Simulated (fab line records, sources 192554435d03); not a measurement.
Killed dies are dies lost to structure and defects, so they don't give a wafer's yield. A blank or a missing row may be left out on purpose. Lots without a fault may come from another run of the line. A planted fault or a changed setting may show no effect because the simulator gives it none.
fab line records | flow n5_finfet
record lots=6 wafers=18 last_day=17
route steps=1938 shown BEOL_M9@1438 PASSIVATION@1936
lots that met no fault: from a run of the same line without faults
start_h: hours from the record's first day to the start of the lot's first wafer shown | wait_h: hours since the lot's step before | " the same as in the row above | L1.1+2: a row that stands for several wafers | - no value, or no start given | * or withheld: withheld | < > ~ a bound
route shown NAME@n: a module of which the file shows steps, and the number in the route of the first | usual: mean/standard deviation of fault-free wafers | same: alike in all rows | chamber/n: place in a boat | sites: the reading at each site | _std_site: their standard deviation | _edge_site: outer sites' mean less inner sites' | radius_mm: how far each site lies from the wafer's centre | mask NAME#n: copy n | behind: the tool/chamber that last shaped the wafer | hold: why the lot was held/for how many hours/how that ended | device: the transistor (n, p or np) that didn't switch | end of line: the same wafers' tests at the end of the route | a step without rows: its recipe alone | killed: dies lost to structure and defects at the first sort, not the wafer's yield | map: a wafer's dies, x killed, . not, _ none there
set.NAME: the setting as run; set.NAME@STEP: as run at that earlier step | model.NAME: the simulator's own value behind a step, which no gauge read
lots at some steps of the route; a table a step, a row a wafer
services: from which hour (start_h, from the record's first day; less than 0 if before it) a tool's chamber was out of use, for how many hours, and why
## steps
# step N5_BEOL_M9_ETCH_76
# recipe chemistry=N2/H2 target=underlayer target_depth_a=65 mask_material=CAR-EUV time_s=5.2 ion_energy_ev=200 pressure_mtorr=30 source_w=840 bias_w=150 n2_flow_sccm=200 h2_flow_sccm=200 ends=cleared
# step N5_BEOL_M9_ETCH_65
# recipe chemistry=CF4 target=SiARC target_depth_a=156 mask_material=CAR-EUV time_s=26 ion_energy_ev=80 pressure_mtorr=40 source_w=545 bias_w=36 Ar_flow_sccm=100 cf4_flow_sccm=100 ends=cleared
# step N5_BEOL_M9_ETCH_66
# recipe chemistry=N2/H2 target=SOC target_depth_a=800 overetch_a=160 mask_material=SiARC temp_c=40 time_s=120 ion_energy_ev=200 pressure_mtorr=30 source_w=840 bias_w=150 n2_flow_sccm=200 h2_flow_sccm=200
# step N5_BEOL_M9_STRIP_69
# recipe chemistry=N2/H2 temp_c=40 n2_flow_sccm=200 h2_flow_sccm=200 rf_frequency_hz=6e+07
# step N5_BEOL_M9_STRIP_77
# recipe chemistry=N2/H2 temp_c=40 n2_flow_sccm=200 h2_flow_sccm=200 rf_frequency_hz=6e+07
# step N5_BEOL_M9_VIA_ETCH_34
# recipe chemistry=C4F6/O2 target=SiCOH_lowk target_depth_a=1824 mask_material=SOC taper_deg=4 time_s=68.4 ion_energy_ev=250 pressure_mtorr=30 source_w=345 bias_w=185 Ar_flow_sccm=300 C4F6_flow_sccm=10 O2_flow_sccm=10
# usual drypump_motor_current_A=5.9/0.64 oes_product_au=0.82/0.095 rf_vpp_V=666/7.2 showerhead_plenum_p_Torr=2.87/0.1 throttle_valve_pct=20.86/0.17
# columns lot.wafer tool chamber start_h wait_h drypump_motor_current_A oes_product_au rf_hours_counter_h rf_vpp_V showerhead_plenum_p_Torr throttle_valve_pct
L448.2 rie_diel-03 0 242.82 0.0 5.1 0.71 187 656 2.72 20.76
L448.4 " 3 " " 6.4 0.87 32 676 3.02 20.62
L448.5 " 1 " " 6.1 0.72 - 677 2.95 20.97
L449.2 rie_diel-01 0 244.93 0.0 5.9 0.90 43 656 3.00 20.65
L449.3 " 3 " " 6.2 0.76 128 677 2.74 20.73
L449.6 " 2 " " 6.6 0.94 - 664 2.80 20.92
L459.2 rie_diel-03 1 295.80 0.0 6.1 0.70 180 676 2.94 21.00
L459.3 " 0 " " 5.1 0.70 204 657 2.72 20.80
L459.5 " 0 " " 5.1 0.70 - 656 2.72 20.81
L456.1 rie_diel-01 3 296.13 0.0 6.2 0.75 141 678 2.74 20.74
L456.3 " 2 " " 6.6 0.89 27 664 2.79 20.97
L456.5 " 1 " " 4.7 0.90 - 669 2.91 20.94
L461.1 rie_diel-03 3 315.29 0.0 6.4 0.82 57 677 3.01 20.64
L461.2 " 1 " " 6.1 0.69 188 677 2.94 21.02
L461.6 " 1 " " 6.1 0.70 - 676 2.94 21.01
L466.1 rie_diel-03 2 349.64 0.0 5.5 0.69 242 664 2.81 21.14
L466.5 " 3 " " 6.5 0.83 - 677 3.01 20.65
L466.6 " 0 " " 5.1 0.71 - 656 2.71 20.79
# step N5_BEOL_M9_STRIP_73
# recipe chemistry=C4F6/O2 resist=SiARC rf_frequency_hz=6e+07
# step N5_BEOL_M9_STRIP_36
# recipe chemistry=N2/H2 power_w=450 temp_c=40 pressure_mtorr=20 rf_frequency_hz=6e+07 overash_fraction=0.3 bias_power_w=7 h2_frac=0.5 n2_flow_sccm=200 h2_flow_sccm=200
# step N5_BEOL_M9_TRENCH_ETCH_37
# recipe chemistry=C4F6/O2 target_depth_a=1514.3 target=SiCOH_lowk time_s=49 ion_energy_ev=250 pressure_mtorr=30 source_w=345 bias_w=185 Ar_flow_sccm=300 C4F6_flow_sccm=10 O2_flow_sccm=10
# usual drypump_motor_current_A=5.9/0.63 oes_product_au=0.82/0.095 rf_vpp_V=666/7.3 showerhead_plenum_p_Torr=2.87/0.1 throttle_valve_pct=20.89/0.17
# columns lot.wafer tool chamber start_h wait_h drypump_motor_current_A oes_product_au rf_hours_counter_h rf_vpp_V showerhead_plenum_p_Torr throttle_valve_pct
L448.2 rie_diel-03 0 - - 5.2 0.72 187 657 2.72 20.80
L448.4 " 3 " " 6.4 0.88 32 677 3.02 20.63
L448.5 " 1 " " 6.1 0.72 - 677 2.95 21.00
L449.2 rie_diel-01 0 - - 5.9 0.90 43 657 3.00 20.65
L449.3 " 3 " " 6.2 0.77 128 677 2.74 20.75
L449.6 " 2 " " 6.6 0.94 - 665 2.80 20.97
L459.2 rie_diel-03 1 - - 6.1 0.71 180 678 2.94 21.03
L459.3 " 0 " " 5.1 0.70 204 656 2.72 20.82
L459.5 " 0 " " 5.1 0.70 - 656 2.72 20.84
L456.1 rie_diel-01 3 - - 6.2 0.75 141 678 2.74 20.79
L456.3 " 2 " " 6.6 0.90 27 665 2.79 20.97
L456.5 " 1 " " 4.7 0.89 - 667 2.91 20.97
L461.1 rie_diel-03 3 - - 6.5 0.84 57 677 3.01 20.67
L461.2 " 1 " " 6.1 0.69 188 675 2.94 21.04
L461.6 " 1 " " 6.1 0.70 - 677 2.94 21.04
L466.1 rie_diel-03 2 - - 5.5 0.68 242 663 2.81 21.16
L466.5 " 3 " " 6.4 0.83 - 677 3.01 20.68
L466.6 " 0 " " 5.1 0.70 - 658 2.71 20.83
# step N5_BEOL_M9_ETCH_41
# recipe chemistry=CH3F/O2 target=SiCN target_depth_a=366 taper_deg=2 time_s=70.1 ion_energy_ev=120 mask_material=TiN pressure_mtorr=30 source_w=395 bias_w=75 Ar_flow_sccm=150 CH3F_flow_sccm=30 O2_flow_sccm=20
# usual drypump_motor_current_A=5.8/0.64 oes_product_au=0.82/0.095 rf_vpp_V=297.5/1.8 showerhead_plenum_p_Torr=2.01/0.075 throttle_valve_pct=16.26/0.17
# columns lot.wafer tool chamber start_h wait_h drypump_motor_current_A oes_product_au rf_hours_counter_h rf_vpp_V showerhead_plenum_p_Torr throttle_valve_pct
L448.2 rie_diel-03 0 - - 5.1 0.72 187 295.2 1.91 16.22
L448.4 " 3 " " 6.4 0.88 32 299.5 2.13 15.99
L448.5 " 1 " " 6.1 0.72 - 299.0 2.08 16.45
L449.2 rie_diel-01 0 - - 5.9 0.89 43 300.4 2.12 16.03
L449.3 " 3 " " 6.2 0.76 128 297.2 1.92 16.17
L449.6 " 2 " " 6.6 0.93 - 296.4 1.96 16.26
L459.2 rie_diel-03 1 - - 6.1 0.70 180 297.9 2.07 16.48
L459.3 " 0 " " 5.1 0.70 204 294.2 1.90 16.26
L459.5 " 0 " " 5.1 0.70 - 295.1 1.90 16.27
L456.1 rie_diel-01 3 - - 6.2 0.76 141 295.0 1.92 16.18
L456.3 " 2 " " 6.7 0.90 27 296.2 1.96 16.30
L456.5 " 1 " " 4.7 0.89 - 299.4 2.04 16.28
L461.1 rie_diel-03 3 - - 6.4 0.84 57 298.7 2.12 16.04
L461.2 " 1 " " 6.1 0.70 188 298.2 2.07 16.49
L461.6 " 1 " " 6.1 0.69 - 299.4 2.07 16.47
L466.1 rie_diel-03 2 - - 5.5 0.69 242 296.1 1.97 16.57
L466.5 " 3 " " 6.5 0.82 - 299.4 2.12 16.06
L466.6 " 0 " " 5.1 0.69 - 293.1 1.90 16.27
# step N5_BEOL_M9_STRIP_80
# recipe chemistry=N2/H2 time_s=10 power_w=450 temp_c=40 pressure_mtorr=20 rf_frequency_hz=6e+07 bias_power_w=7 n2_flow_sccm=200 h2_flow_sccm=200
# usual bias_power_w=7.000/0.02 chamber_pressure_mTorr=20.003/0.016 drypump_motor_current_A=5.9/0.63 h2_flow_sccm=200.0/0.59 oes_product_au=0.82/0.093 rf_vpp_V=59.1/0.99 showerhead_plenum_p_Torr=2.56/0.096 throttle_valve_pct=23.58/0.26
# columns lot.wafer tool chamber start_h wait_h bias_power_w chamber_pressure_mTorr drypump_motor_current_A h2_flow_sccm oes_product_au rf_hours_counter_h rf_vpp_V showerhead_plenum_p_Torr throttle_valve_pct
L448.2 rie_diel-03 0 - - 7.012 20.010 5.1 200.2 0.72 187 59.5 2.42 23.38
L448.4 " 3 " " 7.004 20.026 6.4 199.4 0.88 32 58.7 2.69 23.28
L448.5 " 1 " " 7.017 19.999 6.1 200.7 0.72 - 59.9 2.64 23.62
L449.2 rie_diel-01 0 - - 6.966 20.007 5.9 199.9 0.91 43 59.5 2.69 23.29
L449.3 " 3 " " 6.991 19.993 6.2 200.6 0.76 128 56.9 2.44 23.46
L449.6 " 2 " " 7.040 20.002 6.5 199.1 0.93 - 57.6 2.49 23.74
L459.2 rie_diel-03 1 - - 7.003 19.987 6.1 200.0 0.71 180 59.9 2.64 23.62
L459.3 " 0 " " 6.973 20.000 5.2 201.0 0.70 204 59.4 2.41 23.40
L459.5 " 0 " " 6.977 20.019 5.1 201.1 0.70 - 59.2 2.41 23.42
L456.1 rie_diel-01 3 - - 6.964 19.970 6.2 200.3 0.76 141 58.1 2.44 23.47
L456.3 " 2 " " 6.998 20.017 6.6 201.0 0.90 27 59.4 2.48 23.77
L456.5 " 1 " " 7.025 19.976 4.7 200.8 0.88 - 59.0 2.59 23.66
L461.1 rie_diel-03 3 - - 7.028 20.007 6.4 199.7 0.84 57 59.1 2.68 23.30
L461.2 " 1 " " 7.012 20.020 6.1 200.8 0.70 188 60.4 2.63 23.64
L461.6 " 1 " " 6.997 20.004 6.1 200.0 0.70 - 61.1 2.63 23.65
L466.1 rie_diel-03 2 - - 6.963 20.012 5.5 199.1 0.70 242 59.7 2.50 24.12
L466.5 " 3 " " 6.989 19.992 6.4 199.5 0.83 - 58.4 2.68 23.31
L466.6 " 0 " " 7.021 20.026 5.1 200.0 0.70 - 58.0 2.41 23.43
# step N5_BEOL_M9_OCD_MEAS_38
# usual trench_depth_nm=152.5/2.2
# columns lot.wafer tool chamber start_h wait_h trench_depth_nm
L448.2 ocd-02 - 243.10 - 152.8
L448.4 " - " " 153.5
L448.5 " - " " 151.2
L449.2 ocd-01 - 245.21 - 153.7
L449.3 " - " " 154.0
L449.6 " - " " 156.4
L459.2 ocd-01 - 296.08 - 150.3
L459.3 " - " " 150.0
L459.5 " - " " 149.2
L456.1 ocd-02 - 296.41 - 152.0
L456.3 " - " " 155.1
L456.5 " - " " 154.2
L461.1 ocd-02 - 315.57 - 151.1
L461.2 " - " " 148.4
L461.6 " - " " 149.6
L466.1 ocd-02 - 349.92 - 148.6
L466.5 " - " " 151.8
L466.6 " - " " 149.8
# step N5_BEOL_M9_HM_STRIP_39
# recipe chemistry=peroxide_tin_strip material=TiN target_depth_a=250 temp_c=50 time_s=158
# usual bath_guard_temp_C=49.9/0.57 bath_heat_duty_pct=6.8/1
# columns lot.wafer tool chamber start_h wait_h bath_guard_temp_C bath_heat_duty_pct model.TiN_of_BEOL_M9_HM_DEP_02.thk_nm
L448.2 wet_bench-02 7 243.13 0.0 49.5 6.3 0
L448.4 " 6 " " 50.3 6.5 0
L448.5 " 5 " " 49.4 5.7 0
L449.2 wet_bench-02 4 245.24 0.0 50.6 7.2 0
L449.3 " 3 " " 49.2 7.8 0
L449.6 " 6 " " 50.0 5.2 0
L459.2 wet_bench-02 2 296.11 0.0 - - 15.8
L459.3 " 5 " " - - 15.8
L459.5 " 1 " " - - 15.8
L456.1 wet_bench-05 4 296.44 0.0 - - 15.8
L456.3 " 5 " " - - 15.8
L456.5 " 6 " " - - 15.6
L461.1 wet_bench-02 4 315.60 0.0 50.8 7.0 0
L461.2 " 5 " " 49.4 6.0 0
L461.6 " 6 " " 50.3 5.9 0
L466.1 wet_bench-02 4 349.95 0.0 50.9 6.7 0
L466.5 " 2 " " 49.7 5.5 0
L466.6 " 6 " " 50.3 5.3 0
# step N5_BEOL_M9_SRD_40
# recipe time_s=30 temp_c=23 rinse_liquid=diw dry=ipa_marangoni
# step N5_BEOL_M9_PRECLEAN_42
# recipe chemistry=residue_remover time_s=60 temp_c=40
# columns lot.wafer tool chamber start_h wait_h model.TiN_of_BEOL_M9_HM_DEP_02.thk_nm
L448.2+4+5 wet_bench-02 7,6,5 243.19 0.0 0
L449.2+3+6 wet_bench-02 4,3,6 245.30 0.0 0
L459.2+3+5 wet_bench-02 2,5,1 296.18 0.0 4.8
L456.1+3 wet_bench-05 4,5 296.50 0.0 4.8
L456.5 " 6 " " 4.6
L461.1+2+6 wet_bench-02 4,5,6 315.67 0.0 0
L466.1+5+6 wet_bench-02 4,2,6 350.02 0.0 0
# step N5_BEOL_M9_SRD_43
# recipe time_s=30 temp_c=23 rinse_liquid=diw dry=ipa_marangoni
# step N5_BEOL_M9_CD_MEAS_35
# recipe target_cd_nm=70 target_cd_y_nm=40 polarity=opening
# usual cd_nm=70.1/0.59
# columns lot.wafer tool chamber start_h wait_h cd_nm
L448.2 cd_sem-01 - 243.25 0.0 70.0
L448.4 " - " " 70.2
L448.5 " - " " 70.6
L449.2 cd_sem-03 - 245.36 0.0 69.6
L449.3 " - " " 70.5
L449.6 " - " " 70.5
L459.2 cd_sem-03 - 296.24 0.0 70.7
L459.3 " - " " 71.7
L459.5 " - " " 71.0
L456.1 cd_sem-03 - 296.56 0.0 69.7
L456.3 " - " " 70.8
L456.5 " - " " 70.3
L461.1 cd_sem-03 - 315.73 0.0 69.7
L461.2 " - " " 70.4
L461.6 " - " " 70.5
L466.1 cd_sem-02 - 350.07 0.0 70.2
L466.5 " - " " 70.2
L466.6 " - " " 70.7
# step N5_BEOL_M9_CURE_72
# recipe temp_c=370 time_s=120 ambient=DMADMS/He material=SiCOH_lowk
# step N5_BEOL_M9_DEGAS_44
# recipe ambient=vacuum temp_c=250 time_s=60
# step N5_BEOL_M9_PRE_CLEAN_45
# recipe gas=H2/He time_s=30 temp_c=250
# step N5_BEOL_M9_ALD_74
# recipe material=TaN target_thk_a=20 temp_c=275 ald_precursor_family=PDMAT ald_co_reactant=NH3 pressure_torr=3 carrier_flow_sccm=1500 pulse_time_s=2 purge_time_s=3 co_reactant_purge_time_s=2 co_reactant_pulse_time_s=3 ald_cycles=40 precursor_vessel_temp_c=75 precursor_vessel_pressure_torr=26.25 precursor_vessel_carrier_sccm=1000
# step N5_BEOL_M9_SURFACE_TREAT_79
# recipe gas=Ar time_s=* ion_energy_ev=* ion_current_ma_cm2=0.5 pressure_mtorr=* ar_flow_sccm=30
# usual pressure_mtorr=* throttle_valve_pct=*
# columns lot.wafer tool chamber start_h wait_h pressure_mtorr throttle_valve_pct
L448.2 pvd_sputter-02 - 244.83 0.4 * *
L448.4 " - " " * *
L448.5 " - " " * *
L449.2 pvd_sputter-03 - 247.17 1.1 * *
L449.3 " - " " * *
L449.6 " - " " * *
L456.1 pvd_sputter-03 - 297.59 0.2 * *
L456.3 " - " " * *
L456.5 " - " " * *
L459.2 pvd_sputter-03 - 298.11 0.6 * *
L459.3 " - " " * *
L459.5 " - " " * *
L461.1 pvd_sputter-02 - 318.49 1.6 * *
L461.2 " - " " * *
L461.6 " - " " * *
L466.1 pvd_sputter-01 - 351.21 0.2 * *
L466.5 " - " " * *
L466.6 " - " " * *
# step N5_BEOL_M9_CVD_78
# recipe material=Co target_thk_a=20 temp_c=withheld precursor=CCTBA/H2 pressure_torr=30 time_s=138.9
# step N5_BEOL_M9_SPUTTER_48
# recipe material=Cu target_thk_a=120 temp_c=-20 bias_v=60 power_w=26000 chamber_pressure_pa=0.13 time_s=2
# step N5_BEOL_M9_ECD_50
# recipe material=Cu target_thk_a=3180
# step N5_BEOL_M9_ANNEAL_51
# recipe temp_c=225 time_s=90 ambient=N2
# step N5_BEOL_M9_CMP_52
# recipe stop_on=SiCOH_lowk t_overpolish_s=7 down_force_psi=1 platen_rpm=50 clearing_platen_down_force_psi=1.5 clearing_platen_rpm=50 post_cmp_clean=cu_alkaline target_thk_nm=140 clearing_platen_pad_velocity_m_s=0.99484 pad_velocity_m_s=0.99484
# usual barrier_field_endpoint_s=28.9/0.73 clearing_platen_down_force_psi=1.5001/0.0028 edge_zone_pressure_frac=1.000/0.0051 motor_current_A=6.0/0.75
# columns lot.wafer tool chamber start_h wait_h barrier_field_endpoint_s clearing_platen_down_force_psi edge_zone_pressure_frac motor_current_A
L448.2 cmp-01 2 245.99 0.2 29.7 1.4994 0.993 4.9
L448.4 " 0 " " 29.8 1.4958 1.004 6.2
L448.5 " 2 " " 29.8 1.5026 0.994 5.2
L449.2 cmp-01 3 248.08 0.2 29.1 1.5006 1.000 5.7
L449.3 " 0 " " 28.6 1.5053 1.004 6.7
L449.6 " 3 " " 28.8 1.4992 0.999 5.8
L456.1 cmp-04 3 298.72 0.3 35.4 1.5015 0.996 6.1
L456.3 " 0 " " 34.5 1.5006 1.002 5.7
L456.5 " 0 " " 35.6 1.4960 1.007 6.0
L459.2 cmp-02 2 299.12 0.3 35.0 1.4975 0.995 7.9
L459.3 " 0 " " 33.3 1.4990 1.004 4.5
L459.5 " 1 " " 35.1 1.4977 1.008 5.4
L461.2 cmp-04 1 319.35 0.2 28.3 1.5008 1.001 6.3
L461.1 " 3 " " 29.3 1.5016 0.999 5.9
L461.6 " 2 " " 29.7 1.5012 0.997 6.4
L466.1 cmp-04 3 352.47 0.3 29.5 1.4980 0.998 6.1
L466.6 " 1 " " 29.6 1.5102 0.999 6.1
L466.5 " 2 " " 29.8 1.5004 0.992 6.5
# step N5_BEOL_M9_THK_MEAS_53
# recipe thk_meas_gauge=xrf reads=Cu_of_BEOL_M9_ECD_50
# usual M9_THK=138.9/2.6
# columns lot.wafer tool chamber start_h wait_h M9_THK[nm]
L448.2 film_metro-02 - 246.25 - 139.0
L448.4 " - " " 139.0
L448.5 " - " " 136.4
L449.2 film_metro-01 - 248.34 - 141.6
L449.3 " - " " 142.5
L449.6 " - " " 144.6
L456.1 film_metro-02 - 299.01 - 139.4
L456.3 " - " " 141.7
L456.5 " - " " 141.4
L459.2 film_metro-01 - 299.37 - 135.9
L459.3 " - " " 136.6
L459.5 " - " " 136.0
L461.1 film_metro-02 - 319.65 - 136.5
L461.2 " - " " 134.8
L461.6 " - " " 135.6
L466.1 film_metro-01 - 352.69 - 135.8
L466.5 " - " " 137.3
L466.6 " - " " 136.7
# step N5_PASSIVATION_PROBE_49
# usual defect_limited_yield=91.7/1.5 killed_at_M0_to_M3=30/8.6 killed_at_M4_up=12/4.5 killed_at_contacts=13/5.8 killed_at_front_end=38/11 killed_at_other=4/3 killed_dies=97/17 killed_open=63/12 killed_short=32/8.8 sort_bin_5_function=4.8/0.91 sort_bin_6_memory=3.1/0.68 sort_n_pass=1083/17 sort_yield_pct=91.7/1.5
# same gross_dies=1180 killed_at_back_side=0 sort_bin_4_leakage[%]=0 sort_bin_8_speed[%]=0
# columns lot.wafer tool chamber start_h wait_h defect_limited_yield[%] killed_at_M0_to_M3 killed_at_M4_up killed_at_contacts killed_at_front_end killed_at_other killed_dies killed_open killed_short sort_bin_5_function[%] sort_bin_6_memory[%] sort_n_pass sort_yield_pct[%]
L461.2 prober-01 - 373.44 0.1 92.5 22 12 13 36 5 88 49 36 4.8 2.2 1092 92.5
# killed by level:class
L461.2 MOL_CONTACT_COAG:geometric_particle:open=11 BEOL_M3:geometric_particle:open=9 ILD0:geometric_particle:open=6 ILD0:geometric_particle:short=5 GATE_CUT:geometric_particle:short=5 FIN_SAQP:geometric_particle:short=4 BEOL_M4:geometric_particle:open=4 STARTING-WAFER:geometric_particle:open=4
## services
# columns tool chamber start_h hours kind
cmp-02 - 229.11 3.4 repair
rie_diel-01 - 229.97 2.8 pm
cmp-02 - 233.99 3.5 repair
cmp-01 - 236.01 1.9 repair
cmp-02 - 245.13 5.6 repair
cmp-01 - 246.46 1.2 repair
cmp-01 - 250.04 15.5 pm
cmp-02 - 262.98 0.3 repair
cmp-02 - 275.49 1.8 repair
rie_diel-01 3 284.47 7.4 repair
cmp-04 - 292.04 4.0 pm
cmp-04 - 296.04 - consumable_replace:conditioner
cmp-04 - 296.04 - consumable_replace:pad
cmp-01 - 303.96 3.1 repair
cmp-01 - 316.49 4.0 pm
cmp-01 - 320.49 - consumable_replace:conditioner
cmp-01 - 320.49 - consumable_replace:pad
cmp-01 - 325.97 1.0 repair
cmp-02 - 341.26 5.8 pm
## key
first_sign step=N5_BEOL_M9_HM_STRIP_39 reading=tool_record direction=missing
effect step=N5_BEOL_M9_CMP_52 reading=barrier_field_endpoint_s direction=up sigmas=8.1 usual=28.9 struck=34.8
model_effect step=N5_BEOL_M9_HM_STRIP_39 value=TiN_of_BEOL_M9_HM_DEP_02.thk_nm without=0 struck=15.77
model_effect step=N5_BEOL_M9_PRECLEAN_42 value=TiN_of_BEOL_M9_HM_DEP_02.thk_nm without=0 struck=4.767
met_at N5_BEOL_M9_HM_STRIP_39
struck_wafers L456.1,L456.3,L456.5,L459.2,L459.3,L459.5
onset_between 245.24 296.11
fault kind=skipped_step_whole tool=wet_bench-02,wet_bench-05 chamber=- onset_h=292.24 steps=N5_BEOL_M9_HM_STRIP_39 scope=struck_lots_only
